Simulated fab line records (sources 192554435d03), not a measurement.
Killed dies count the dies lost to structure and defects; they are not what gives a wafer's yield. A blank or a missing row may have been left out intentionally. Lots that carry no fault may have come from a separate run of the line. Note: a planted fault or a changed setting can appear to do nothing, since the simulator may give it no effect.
Chamber matching	flow n5_finfet	pecvd-02 running N5_BEOL_M0_SAQP_HM_DEP_111: 3 sister chambers
The step deposits SiO2 from SiH4/N2O, target thk 12 nm, time 7.2 s. 6 wafers are shown with their chamber, then 9 later ones without.

EACH WAFER AND ITS CHAMBER
wafer	chamber	showerhead_plenum_p_Torr (Torr)	heater_power_w (W)
L087.5	1	8.26	839
L089.4	0	8.15	1022
L089.5	2	8.25	704
L090.2	2	8.25	711
L090.3	1	8.24	786
L090.6	0	8.15	951

WAFERS MISSING THEIR CHAMBER
wafer	showerhead_plenum_p_Torr (Torr)	heater_power_w (W)
L092.2	8.14	1038
L092.3	8.24	736
L092.4	8.23	816
L094.1	8.16	953
L094.5	8.24	655
L094.6	8.16	976
L095.1	8.15	886
L095.3	8.23	798
L095.4	8.25	806

WHICH CHAMBER EACH WENT THROUGH
wafer	from the rows above	in truth
L092.2	0	0
L092.3	can't be placed: 2 or 1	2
L092.4	can't be placed: 1 or 2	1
L094.1	0	0
L094.5	2	2
L094.6	0	0
L095.1	0	0
L095.3	can't be placed: 1 or 2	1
L095.4	1	1
Correct placement for 6 of the 9. Unplaceable from these rows: 3, with the true chamber sitting among the candidates in 3. 0 placed wrongly.
How it was worked out, from the rows above alone: a wafer's distance from a chamber is the root of the sum, over the readings, of the square of ((its reading less the chamber's mean) divided by the reading's scatter). The wafer belongs to the nearest chamber; if the next one is less than 2 further off, it can't be placed. For every chamber, the mean is computed from those of its wafers that are shown. How the scatter is found: for the shown wafers, subtract from each reading the mean of its chamber, square and add these, divide the total by (wafers less chambers), then take the root.
